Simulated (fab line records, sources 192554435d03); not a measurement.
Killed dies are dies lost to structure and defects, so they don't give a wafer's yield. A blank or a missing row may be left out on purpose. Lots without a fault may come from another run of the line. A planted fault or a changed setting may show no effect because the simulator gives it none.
Chamber matching | flow n5_finfet | N5_DUMMY_GATE_ETCH_29 on rie_diel-06: 4 sister chambers
The step etches underlayer in N2/H2, target depth 13 nm. 16 wafers are shown with their chamber, then 8 later ones without.

WAFERS WITH THEIR CHAMBER
wafer  | chamber | showerhead_plenum_p_Torr (Torr) | throttle_valve_pct (%) | oes_product_au (a.u.)
L074.1 | 1       | 2.37                            | 18.17                  | 0.81
L074.2 | 3       | 2.40                            | 17.72                  | 0.70
L074.3 | 0       | 2.69                            | 17.94                  | 0.85
L078.3 | 2       | 2.45                            | 18.21                  | 0.74
L078.4 | 3       | 2.39                            | 17.75                  | 0.69
L078.6 | 0       | 2.69                            | 17.97                  | 0.86
L079.2 | 0       | 2.69                            | 17.96                  | 0.84
L079.3 | 1       | 2.36                            | 18.20                  | 0.80
L079.4 | 2       | 2.45                            | 18.18                  | 0.75
L081.1 | 0       | 2.69                            | 17.96                  | 0.84
L081.4 | 3       | 2.39                            | 17.76                  | 0.69
L081.6 | 3       | 2.39                            | 17.76                  | 0.69
L082.1 | 2       | 2.45                            | 18.21                  | 0.73
L082.4 | 1       | 2.36                            | 18.21                  | 0.79
L082.5 | 1       | 2.36                            | 18.22                  | 0.79
L090.1 | 0       | 2.68                            | 18.00                  | 0.82

SIGNATURES (means of the wafers above)
reading                  | chamber 0 | chamber 1 | chamber 2 | chamber 3 | scatter within a chamber
showerhead_plenum_p_Torr | 2.6880    | 2.3625    | 2.4500    | 2.3925    | 0.00438
throttle_valve_pct       | 17.9660   | 18.2000   | 18.2000   | 17.7475   | 0.0204
oes_product_au           | 0.8420    | 0.7975    | 0.7400    | 0.6925    | 0.0109
Rule: a wafer's distance from a chamber is the root of the sum, over the readings, of the square of ((its reading less the chamber's mean) divided by the reading's scatter). The wafer belongs to the nearest chamber; if the next one is less than 2 further off, it can't be placed. The scatter: the root of (the sum of the squares of (reading less its chamber's mean) over the shown wafers, divided by (wafers less chambers)).

WAFERS WITHOUT THEIR CHAMBER
wafer  | showerhead_plenum_p_Torr (Torr) | throttle_valve_pct (%) | oes_product_au (a.u.)
L090.2 | 2.39                            | 17.78                  | 0.67
L090.3 | 2.44                            | 18.23                  | 0.74
L095.2 | 2.68                            | 18.02                  | 0.81
L095.3 | 2.35                            | 18.23                  | 0.77
L095.6 | 2.35                            | 18.24                  | 0.76
L096.1 | 2.68                            | 18.01                  | 0.80
L096.2 | 2.44                            | 18.25                  | 0.72
L096.5 | 2.68                            | 18.01                  | 0.80

WHICH CHAMBER EACH WENT THROUGH
wafer  | from the rows above | in truth
L090.2 | 3                   | 3
L090.3 | 2                   | 2
L095.2 | 0                   | 0
L095.3 | 1                   | 1
L095.6 | 1                   | 1
L096.1 | 0                   | 0
L096.2 | 2                   | 2
L096.5 | 0                   | 0
Placed correctly: 8 of 8. Can't be placed from these rows: 0. Placed wrongly: 0.
